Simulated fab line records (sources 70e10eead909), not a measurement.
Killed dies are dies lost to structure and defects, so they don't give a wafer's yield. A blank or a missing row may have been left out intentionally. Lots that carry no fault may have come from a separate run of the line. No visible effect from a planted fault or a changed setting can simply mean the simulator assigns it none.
Chamber matching + flow nandHarc + rieDiel-05 running NHARC_P_M1_STRIP_18: 4 sister chambers
The step strips in N2/H2. 36 wafers are shown with their chamber, then 12 later ones without.

EACH WAFER AND ITS CHAMBER
| wafer  | chamber | showerheadPlenumPTorr (Torr) | drypumpMotorCurrentA (A) | oesProductAu (a.u.) |
|--------|---------|------------------------------|--------------------------|---------------------|
| L074.1 | 2       | 1.95                         | 6.2                      | 1.004               |
| L074.5 | 0       | 2.13                         | 5.5                      | 0.971               |
| L074.6 | 2       | 1.95                         | 6.2                      | 1.014               |
| L077.1 | 2       | 1.95                         | 6.2                      | 1.018               |
| L077.3 | 0       | 2.13                         | 5.5                      | 0.968               |
| L077.6 | 1       | 1.94                         | 5.5                      | 1.004               |
| L077.2 | 3       | 2.09                         | 5.6                      | 0.998               |
| L077.4 | 1       | 1.94                         | 5.5                      | 0.992               |
| L077.5 | 0       | 2.13                         | 5.5                      | 0.972               |
| L082.1 | 0       | 2.13                         | 5.5                      | 0.972               |
| L082.2 | 2       | 1.95                         | 6.2                      | 1.008               |
| L082.6 | 3       | 2.08                         | 5.6                      | 1.007               |
| L085.2 | 3       | 2.08                         | 5.6                      | 1.018               |
| L085.5 | 0       | 2.13                         | 5.6                      | 0.982               |
| L085.6 | 3       | 2.08                         | 5.6                      | 1.020               |
| L086.3 | 3       | 2.08                         | 5.5                      | 1.006               |
| L086.4 | 0       | 2.13                         | 5.5                      | 0.992               |
| L086.5 | 3       | 2.08                         | 5.6                      | 1.018               |
| L088.2 | 1       | 1.94                         | 5.6                      | 0.998               |
| L088.3 | 0       | 2.13                         | 5.5                      | 0.988               |
| L088.5 | 2       | 1.95                         | 6.2                      | 1.003               |
| L087.3 | 0       | 2.13                         | 5.5                      | 0.985               |
| L087.4 | 1       | 1.94                         | 5.6                      | 1.005               |
| L087.6 | 1       | 1.94                         | 5.5                      | 1.008               |
| L087.1 | 3       | 2.08                         | 5.6                      | 1.020               |
| L087.2 | 2       | 1.95                         | 6.2                      | 1.012               |
| L087.5 | 0       | 2.13                         | 5.5                      | 0.995               |
| L090.1 | 1       | 1.94                         | 5.6                      | 0.991               |
| L090.3 | 3       | 2.08                         | 5.6                      | 1.000               |
| L090.6 | 0       | 2.13                         | 5.5                      | 0.981               |
| L093.1 | 0       | 2.13                         | 5.5                      | 0.991               |
| L093.3 | 1       | 1.94                         | 5.6                      | 0.997               |
| L093.6 | 2       | 1.94                         | 6.2                      | 1.019               |
| L094.1 | 2       | 1.94                         | 6.2                      | 1.000               |
| L094.4 | 0       | 2.13                         | 5.5                      | 0.987               |
| L094.5 | 1       | 1.94                         | 5.5                      | 0.992               |

SIGNATURES (averages over the wafers above)
| reading               | chamber 0 | chamber 1 | chamber 2 | chamber 3 | scatter within a chamber |
|-----------------------|-----------|-----------|-----------|-----------|--------------------------|
| showerheadPlenumPTorr | 2.1300    | 1.9400    | 1.9475    | 2.0812    | 0.00272                  |
| drypumpMotorCurrentA  | 5.508     | 5.550     | 6.200     | 5.587     | 0.0344                   |
| oesProductAu          | 0.98200   | 0.99838   | 1.00975   | 1.01087   | 0.00827                  |
Rule: a wafer's distance from a chamber is the root of the sum, over the readings, of the square of ((its reading less the chamber's mean) divided by the reading's scatter). The wafer belongs to the nearest chamber; if the next one is less than 2 further off, it can't be placed. The scatter is the square root of a quotient: the sum, over the shown wafers, of each reading's squared deviation from its chamber's mean, divided by wafers minus chambers.

WAFERS WITH NO CHAMBER GIVEN
| wafer  | showerheadPlenumPTorr (Torr) | drypumpMotorCurrentA (A) | oesProductAu (a.u.) |
|--------|------------------------------|--------------------------|---------------------|
| L094.2 | 1.94                         | 5.5                      | 0.993               |
| L094.3 | 2.08                         | 5.5                      | 0.999               |
| L094.6 | 2.13                         | 5.5                      | 0.989               |
| L095.1 | 1.94                         | 6.2                      | 1.014               |
| L095.3 | 2.08                         | 5.6                      | 1.010               |
| L095.6 | 2.13                         | 5.5                      | 0.994               |
| L097.2 | 1.94                         | 5.5                      | 1.000               |
| L097.4 | 2.08                         | 5.6                      | 1.008               |
| L097.6 | 2.12                         | 5.5                      | 1.007               |
| L097.1 | 2.12                         | 5.5                      | 1.000               |
| L097.3 | 1.94                         | 6.2                      | 1.007               |
| L097.5 | 2.08                         | 5.6                      | 1.012               |

WHICH CHAMBER EACH WENT THROUGH
| wafer  | from the rows above | in truth |
|--------|---------------------|----------|
| L094.2 | 1                   | 1        |
| L094.3 | 3                   | 3        |
| L094.6 | 0                   | 0        |
| L095.1 | 2                   | 2        |
| L095.3 | 3                   | 3        |
| L095.6 | 0                   | 0        |
| L097.2 | 1                   | 1        |
| L097.4 | 3                   | 3        |
| L097.6 | 0                   | 0        |
| L097.1 | 0                   | 0        |
| L097.3 | 2                   | 2        |
| L097.5 | 3                   | 3        |
12 of 12 placed correctly. From these rows, 0 cannot be placed. 0 placed wrongly.
